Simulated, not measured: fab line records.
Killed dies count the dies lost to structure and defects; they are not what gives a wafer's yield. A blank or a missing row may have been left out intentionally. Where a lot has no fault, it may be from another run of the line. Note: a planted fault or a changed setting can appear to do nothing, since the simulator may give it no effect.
The tool behind it: which one? || flow n5-finfet || 25 wafers from 9 lots sampled at 6 of the route's 1938 steps

WHAT EACH GAUGE READ, for each wafer
N5_ILD0_THK_MEAS_04. Usual: thk-nm at 197.3 nm, with a standard deviation of 1.1.
{"lot": "L547", "measured": "day 4 03:12", "on": "film-metro-01", "thk-nm (nm)": "197.1 196.8 195.6", "flag": ""}
{"lot": "L549", "measured": "day 4 13:13", "on": "film-metro-02", "thk-nm (nm)": "197.3 198.1 196.9", "flag": ""}
{"lot": "L550", "measured": "day 4 19:25", "on": "film-metro-02", "thk-nm (nm)": "195.8 196.4 196.0", "flag": ""}
{"lot": "L551", "measured": "day 5 01:46", "on": "film-metro-02", "thk-nm (nm)": "197.5 198.2", "flag": ""}
{"lot": "L552", "measured": "day 5 12:04", "on": "film-metro-01", "thk-nm (nm)": "197.4 196.5", "flag": ""}
{"lot": "L553", "measured": "day 5 18:10", "on": "film-metro-02", "thk-nm (nm)": "195.7 197.2 197.0", "flag": ""}
{"lot": "L563", "measured": "day 8 01:27", "on": "film-metro-01", "thk-nm (nm)": "198.1 197.8 197.5", "flag": ""}
{"lot": "L566", "measured": "day 8 19:12", "on": "film-metro-01", "thk-nm (nm)": "195.5 197.4 197.2", "flag": ""}
{"lot": "L567", "measured": "day 9 02:16", "on": "film-metro-02", "thk-nm (nm)": "198.2 195.9 196.1", "flag": ""}

N5_ILD0_INSPECT_06: inspects for defects (darkfield). Usual: raw-defect-count at 39, with a standard deviation of 20.
{"lot": "L547", "measured": "day 4 06:46", "on": "defect-inspect-01", "raw-defect-count": "44 33 34", "flag": ""}
{"lot": "L549", "measured": "day 4 16:46", "on": "defect-inspect-01", "raw-defect-count": "19 33 33", "flag": ""}
{"lot": "L550", "measured": "day 4 23:28", "on": "defect-inspect-01", "raw-defect-count": "12 26 15", "flag": ""}
{"lot": "L551", "measured": "day 5 05:20", "on": "defect-inspect-02", "raw-defect-count": "25 21", "flag": ""}
{"lot": "L552", "measured": "day 5 15:38", "on": "defect-inspect-01", "raw-defect-count": "40 27", "flag": ""}
{"lot": "L553", "measured": "day 5 21:45", "on": "defect-inspect-02", "raw-defect-count": "44 38 60", "flag": ""}
{"lot": "L563", "measured": "day 8 05:01", "on": "defect-inspect-02", "raw-defect-count": "39 40 29", "flag": ""}
{"lot": "L566", "measured": "day 8 22:52", "on": "defect-inspect-02", "raw-defect-count": "76 31 71", "flag": ""}
{"lot": "L567", "measured": "day 9 06:18", "on": "defect-inspect-02", "raw-defect-count": "36 28 34", "flag": ""}

N5_BEOL_M4_RC_MEAS_101. Usual: DIBL_N 36.2 mV/V, standard deviation 1.7; DIBL_P 36.2 mV/V, standard deviation 2.2; IOFF_N 0.16 nA/um, standard deviation 0.035; IOFF_P 0.21 nA/um, standard deviation 0.042; ION_N 673 uA/um, standard deviation 13; ION_P 462 uA/um, standard deviation 7.9; SS_N 71.4 mV/dec, standard deviation 0.59; SS_P 73.2 mV/dec, standard deviation 0.7; VT_N 250 mV, standard deviation 3.6; VT_P -251 mV, standard deviation 3.5.
{"lot": "L547", "measured": "day 8 05:29", "on": "prober-01", "DIBL_N (mV/V)": "33.7 35.4 35.9", "DIBL_P (mV/V)": "35.2 37.1 37.6", "IOFF_N (nA/um)": "0.14 0.16 0.18", "IOFF_P (nA/um)": "0.21 0.23 0.23", "ION_N (uA/um)": "667 674 682", "ION_P (uA/um)": "469 473 473", "SS_N (mV/dec)": "70.5 71.1 71.9", "SS_P (mV/dec)": "72.9 73.2 74.0", "VT_N (mV)": "252 250 248", "VT_P (mV)": "-250 -248 -250", "flag": ""}
{"lot": "L549", "measured": "day 8 10:10", "on": "prober-02", "DIBL_N (mV/V)": "35.5 34.1 36.4", "DIBL_P (mV/V)": "34.9 33.8 35.9", "IOFF_N (nA/um)": "0.14 0.12 0.17", "IOFF_P (nA/um)": "0.19 0.18 0.21", "ION_N (uA/um)": "667 673 689", "ION_P (uA/um)": "464 467 467", "SS_N (mV/dec)": "70.9 70.8 71.2", "SS_P (mV/dec)": "73.4 72.8 72.6", "VT_N (mV)": "251 250 247", "VT_P (mV)": "-251 -254 -250", "flag": ""}
{"lot": "L550", "measured": "day 8 20:38", "on": "prober-01", "DIBL_N (mV/V)": "39.8 39.8 41.5", "DIBL_P (mV/V)": "40.7 39.1 41.8", "IOFF_N (nA/um)": "0.25 0.22 0.28", "IOFF_P (nA/um)": "0.32 0.28 0.36", "ION_N (uA/um)": "705 680 688", "ION_P (uA/um)": "485 468 478", "SS_N (mV/dec)": "72.4 71.3 72.1", "SS_P (mV/dec)": "74.7 74.4 74.7", "VT_N (mV)": "240 246 243", "VT_P (mV)": "-245 -248 -243", "flag": ""}
{"lot": "L551", "measured": "day 9 04:28", "on": "prober-01", "DIBL_N (mV/V)": "34.7 38.1", "DIBL_P (mV/V)": "36.0 39.9", "IOFF_N (nA/um)": "0.14 0.20", "IOFF_P (nA/um)": "0.18 0.23", "ION_N (uA/um)": "662 681", "ION_P (uA/um)": "454 458", "SS_N (mV/dec)": "71.7 71.8", "SS_P (mV/dec)": "73.0 74.0", "VT_N (mV)": "250 249", "VT_P (mV)": "-253 -251", "flag": ""}
{"lot": "L552", "measured": "day 9 19:28", "on": "prober-02", "DIBL_N (mV/V)": "37.3 37.1", "DIBL_P (mV/V)": "37.1 38.6", "IOFF_N (nA/um)": "0.18 0.19", "IOFF_P (nA/um)": "0.24 0.27", "ION_N (uA/um)": "676 691", "ION_P (uA/um)": "468 477", "SS_N (mV/dec)": "71.6 71.7", "SS_P (mV/dec)": "72.4 73.7", "VT_N (mV)": "249 246", "VT_P (mV)": "-248 -247", "flag": ""}
{"lot": "L553", "measured": "day 10 02:51", "on": "prober-01", "DIBL_N (mV/V)": "35.0 37.7 35.9", "DIBL_P (mV/V)": "34.7 37.1 35.6", "IOFF_N (nA/um)": "0.13 0.17 0.14", "IOFF_P (nA/um)": "0.21 0.25 0.24", "ION_N (uA/um)": "654 668 655", "ION_P (uA/um)": "466 464 464", "SS_N (mV/dec)": "71.3 71.3 70.4", "SS_P (mV/dec)": "72.4 73.0 72.9", "VT_N (mV)": "254 250 252", "VT_P (mV)": "-251 -247 -247", "flag": ""}
{"lot": "L563", "measured": "day 12 17:07", "on": "prober-02", "DIBL_N (mV/V)": "32.5 32.4 32.2", "DIBL_P (mV/V)": "32.9 31.6 30.7", "IOFF_N (nA/um)": "0.10 0.10 0.09", "IOFF_P (nA/um)": "0.15 0.14 0.13", "ION_N (uA/um)": "654 648 648", "ION_P (uA/um)": "455 446 446", "SS_N (mV/dec)": "71.2 70.5 70.4", "SS_P (mV/dec)": "72.3 72.4 72.3", "VT_N (mV)": "256 256 258", "VT_P (mV)": "-254 -255 -258", "flag": ""}
{"lot": "L566", "measured": "day 13 14:12", "on": "prober-01", "DIBL_N (mV/V)": "37.8 36.2 37.1", "DIBL_P (mV/V)": "37.2 34.0 34.9", "IOFF_N (nA/um)": "0.16 0.12 0.15", "IOFF_P (nA/um)": "0.25 0.19 0.21", "ION_N (uA/um)": "669 673 675", "ION_P (uA/um)": "459 462 470", "SS_N (mV/dec)": "71.8 71.5 70.9", "SS_P (mV/dec)": "73.6 72.6 72.3", "VT_N (mV)": "247 255 249", "VT_P (mV)": "-247 -251 -249", "flag": ""}
{"lot": "L567", "measured": "day 13 15:37", "on": "prober-02", "DIBL_N (mV/V)": "37.0 34.4 37.7", "DIBL_P (mV/V)": "36.1 33.8 37.8", "IOFF_N (nA/um)": "0.16 0.12 0.18", "IOFF_P (nA/um)": "0.21 0.17 0.24", "ION_N (uA/um)": "668 666 678", "ION_P (uA/um)": "459 457 459", "SS_N (mV/dec)": "71.3 71.0 71.8", "SS_P (mV/dec)": "72.9 71.9 73.3", "VT_N (mV)": "251 255 247", "VT_P (mV)": "-250 -253 -249", "flag": ""}

TOOL THAT RAN EACH LOT (tool first, then ch and the chambers of the sampled wafers, then the start)
{"lot": "L547", "N5_SDB_ETCH_18": "rie-diel-04 ch 0,1,3, day 4 07:17", "N5_SDB_ALD_29": "ald-sin-01 ch 0,2,3, day 4 08:01", "N5_SDB_CMP_30": "cmp-01 ch 0,1,2, day 4 10:44"}
{"lot": "L549", "N5_SDB_ETCH_18": "rie-diel-03 ch 1,2, day 4 17:38", "N5_SDB_ALD_29": "ald-sin-01 ch 0,3, day 4 18:35", "N5_SDB_CMP_30": "cmp-02 ch 2,3, day 4 21:19"}
{"lot": "L550", "N5_SDB_ETCH_18": "rie-diel-01 ch 0,2,3, day 5 00:05", "N5_SDB_ALD_29": "ald-sin-01 ch 0,2,3, day 5 02:58", "N5_SDB_CMP_30": "cmp-04 ch 1,3, day 5 05:45"}
{"lot": "L551", "N5_SDB_ETCH_18": "rie-diel-01 ch 1,3, day 5 05:59", "N5_SDB_ALD_29": "ald-sin-01 ch 1,2, day 5 06:43", "N5_SDB_CMP_30": "cmp-02 ch 0,3, day 5 09:27"}
{"lot": "L552", "N5_SDB_ETCH_18": "rie-diel-01 ch 2,3, day 5 16:41", "N5_SDB_ALD_29": "ald-sin-01 ch 0,2, day 5 18:06", "N5_SDB_CMP_30": "cmp-04 ch 0,3, day 5 20:50"}
{"lot": "L553", "N5_SDB_ETCH_18": "rie-diel-03 ch 1,2,3, day 5 22:24", "N5_SDB_ALD_29": "ald-sin-04 ch 0,1,3, day 5 23:07", "N5_SDB_CMP_30": "cmp-01 ch 0,1, day 6 01:51"}
{"lot": "L563", "N5_SDB_ETCH_18": "rie-diel-01 ch 0,3, day 8 05:40", "N5_SDB_ALD_29": "ald-sin-02 ch 0,3, day 8 06:23", "N5_SDB_CMP_30": "cmp-02 ch 1,3, day 8 09:10"}
{"lot": "L566", "N5_SDB_ETCH_18": "rie-diel-01 ch 0,1,2, day 8 23:31", "N5_SDB_ALD_29": "ald-sin-02 ch 0,2,3, day 9 01:16", "N5_SDB_CMP_30": "cmp-01 ch 0,2,3, day 9 04:00"}
{"lot": "L567", "N5_SDB_ETCH_18": "rie-diel-01 ch 0,1,2, day 9 06:58", "N5_SDB_ALD_29": "ald-sin-01 ch 0,2,3, day 9 07:41", "N5_SDB_CMP_30": "cmp-01 ch 1,2,3, day 9 10:28"}
- N5_SDB_ETCH_18: etches SOC in N2/H2, target depth 100 nm, overetch 20 nm, time 150 s.
- N5_SDB_ALD_29: deposits SiNx, target thk 30 nm, pulse time 1 s, ald cycles 600.
- N5_SDB_CMP_30: polishes, stops on poly-Si, t overpolish 1.54 s, target thk 30 nm.

WHAT THE TOOLS THEMSELVES READ (means of the sampled wafers that have a number; where no wafer has one, the mark that the record gives instead)
N5_SDB_ETCH_18. Usual: value, then standard deviation, for each; bias-w 150.0 W / 0.44; drypump-motor-current-A 5.6 A / 0.46; h2-flow-sccm 199.9 sccm / 0.61; oes-product-au 0.69 a.u. / 0.055; rf-vpp-V 524.8 V / 2.3; showerhead-plenum-p-Torr 2.58 Torr / 0.072; throttle-valve-pct 17.72 % / 0.19.
{"lot": "L547", "tool": "rie-diel-04", "bias-w (W)": 150.3, "drypump-motor-current-A (A)": 6.0, "h2-flow-sccm (sccm)": 199.7, "oes-product-au (a.u.)": 0.72, "rf-vpp-V (V)": 525.4, "showerhead-plenum-p-Torr (Torr)": 2.60, "throttle-valve-pct (%)": 17.84, "flag": ""}
{"lot": "L549", "tool": "rie-diel-03", "bias-w (W)": 149.9, "drypump-motor-current-A (A)": 5.3, "h2-flow-sccm (sccm)": 199.9, "oes-product-au (a.u.)": 0.71, "rf-vpp-V (V)": 523.6, "showerhead-plenum-p-Torr (Torr)": 2.54, "throttle-valve-pct (%)": 17.55, "flag": ""}
{"lot": "L550", "tool": "rie-diel-01", "bias-w (W)": 150.0, "drypump-motor-current-A (A)": 5.6, "h2-flow-sccm (sccm)": 200.7, "oes-product-au (a.u.)": 0.72, "rf-vpp-V (V)": 523.8, "showerhead-plenum-p-Torr (Torr)": 2.56, "throttle-valve-pct (%)": 17.68, "flag": ""}
{"lot": "L551", "tool": "rie-diel-01", "bias-w (W)": 149.7, "drypump-motor-current-A (A)": 5.7, "h2-flow-sccm (sccm)": 199.4, "oes-product-au (a.u.)": 0.72, "rf-vpp-V (V)": 527.1, "showerhead-plenum-p-Torr (Torr)": 2.67, "throttle-valve-pct (%)": 17.64, "flag": ""}
{"lot": "L552", "tool": "rie-diel-01", "bias-w (W)": 149.5, "drypump-motor-current-A (A)": 5.5, "h2-flow-sccm (sccm)": 200.4, "oes-product-au (a.u.)": 0.73, "rf-vpp-V (V)": 525.3, "showerhead-plenum-p-Torr (Torr)": 2.58, "throttle-valve-pct (%)": 17.71, "flag": ""}
{"lot": "L553", "tool": "rie-diel-03", "bias-w (W)": 150.0, "drypump-motor-current-A (A)": 5.5, "h2-flow-sccm (sccm)": 199.9, "oes-product-au (a.u.)": 0.68, "rf-vpp-V (V)": 524.7, "showerhead-plenum-p-Torr (Torr)": 2.57, "throttle-valve-pct (%)": 17.67, "flag": ""}
{"lot": "L563", "tool": "rie-diel-01", "bias-w (W)": 149.9, "drypump-motor-current-A (A)": 5.9, "h2-flow-sccm (sccm)": 200.1, "oes-product-au (a.u.)": 0.70, "rf-vpp-V (V)": 524.4, "showerhead-plenum-p-Torr (Torr)": 2.58, "throttle-valve-pct (%)": 17.63, "flag": ""}
{"lot": "L566", "tool": "rie-diel-01", "bias-w (W)": 149.6, "drypump-motor-current-A (A)": 5.2, "h2-flow-sccm (sccm)": 199.9, "oes-product-au (a.u.)": 0.64, "rf-vpp-V (V)": 522.3, "showerhead-plenum-p-Torr (Torr)": 2.53, "throttle-valve-pct (%)": 17.87, "flag": ""}
{"lot": "L567", "tool": "rie-diel-01", "bias-w (W)": 150.1, "drypump-motor-current-A (A)": 5.2, "h2-flow-sccm (sccm)": 199.7, "oes-product-au (a.u.)": 0.65, "rf-vpp-V (V)": 523.6, "showerhead-plenum-p-Torr (Torr)": 2.53, "throttle-valve-pct (%)": 17.87, "flag": ""}

N5_SDB_ALD_29. Usual: heater-power-w 829 W, standard deviation 71; precursor-pulse-height-rel 0.998, standard deviation 0.018.
{"lot": "L547", "tool": "ald-sin-01", "heater-power-w (W)": 850, "precursor-pulse-height-rel": 0.987, "flag": ""}
{"lot": "L549", "tool": "ald-sin-01", "heater-power-w (W)": 917, "precursor-pulse-height-rel": 1.010, "flag": ""}
{"lot": "L550", "tool": "ald-sin-01", "heater-power-w (W)": 856, "precursor-pulse-height-rel": 0.995, "flag": ""}
{"lot": "L551", "tool": "ald-sin-01", "heater-power-w (W)": 757, "precursor-pulse-height-rel": 1.002, "flag": ""}
{"lot": "L552", "tool": "ald-sin-01", "heater-power-w (W)": 791, "precursor-pulse-height-rel": 0.998, "flag": ""}
{"lot": "L553", "tool": "ald-sin-04", "heater-power-w (W)": 763, "precursor-pulse-height-rel": 0.984, "flag": ""}
{"lot": "L563", "tool": "ald-sin-02", "heater-power-w (W)": 821, "precursor-pulse-height-rel": 1.005, "flag": ""}
{"lot": "L566", "tool": "ald-sin-02", "heater-power-w (W)": 821, "precursor-pulse-height-rel": 1.002, "flag": ""}
{"lot": "L567", "tool": "ald-sin-01", "heater-power-w (W)": 855, "precursor-pulse-height-rel": 1.003, "flag": ""}

N5_SDB_CMP_30. Usual: edge-zone-pressure-frac 1.000, standard deviation 0.0048; motor-current-A 11.8 A, standard deviation 0.93; time-to-endpoint-s 16.8 s, standard deviation 2.7.
{"lot": "L547", "tool": "cmp-01", "edge-zone-pressure-frac": 0.995, "motor-current-A (A)": 11.5, "time-to-endpoint-s (s)": 16.4, "flag": ""}
{"lot": "L549", "tool": "cmp-02", "edge-zone-pressure-frac": 1.000, "motor-current-A (A)": 12.6, "time-to-endpoint-s (s)": 15.7, "flag": ""}
{"lot": "L550", "tool": "cmp-04", "edge-zone-pressure-frac": 1.003, "motor-current-A (A)": 12.1, "time-to-endpoint-s (s)": 21.8, "flag": ""}
{"lot": "L551", "tool": "cmp-02", "edge-zone-pressure-frac": 1.001, "motor-current-A (A)": 11.7, "time-to-endpoint-s (s)": 23.6, "flag": ""}
{"lot": "L552", "tool": "cmp-04", "edge-zone-pressure-frac": 1.003, "motor-current-A (A)": 11.6, "time-to-endpoint-s (s)": 22.1, "flag": ""}
{"lot": "L553", "tool": "cmp-01", "edge-zone-pressure-frac": 1.001, "motor-current-A (A)": 11.1, "time-to-endpoint-s (s)": 15.4, "flag": ""}
{"lot": "L563", "tool": "cmp-02", "edge-zone-pressure-frac": 0.999, "motor-current-A (A)": 11.8, "time-to-endpoint-s (s)": 19.5, "flag": ""}
{"lot": "L566", "tool": "cmp-01", "edge-zone-pressure-frac": 0.998, "motor-current-A (A)": 11.7, "time-to-endpoint-s (s)": 17.8, "flag": ""}
{"lot": "L567", "tool": "cmp-01", "edge-zone-pressure-frac": 1.002, "motor-current-A (A)": 12.0, "time-to-endpoint-s (s)": 18.0, "flag": ""}

THE ANSWER, worked out from the rows above alone
Rule: lot off if the mean of its wafers having a number is beyond 3 standard deviations from the usual mean. A lot without any number at a reading at which 4 lots or more have one is off too. Where the step has rows for the other lots, those lots are counted as sound. First the gauges in route order, then the tools' own readings, where a lot's mean is used as printed above. The first step at which some lot is off is used, and at that step the reading that is off furthest; a lot without a number counts as furthest.
Nothing can be told from this: no lot is off at any reading shown.

WHAT HAD BEEN PUT IN BY THE SIMULATOR
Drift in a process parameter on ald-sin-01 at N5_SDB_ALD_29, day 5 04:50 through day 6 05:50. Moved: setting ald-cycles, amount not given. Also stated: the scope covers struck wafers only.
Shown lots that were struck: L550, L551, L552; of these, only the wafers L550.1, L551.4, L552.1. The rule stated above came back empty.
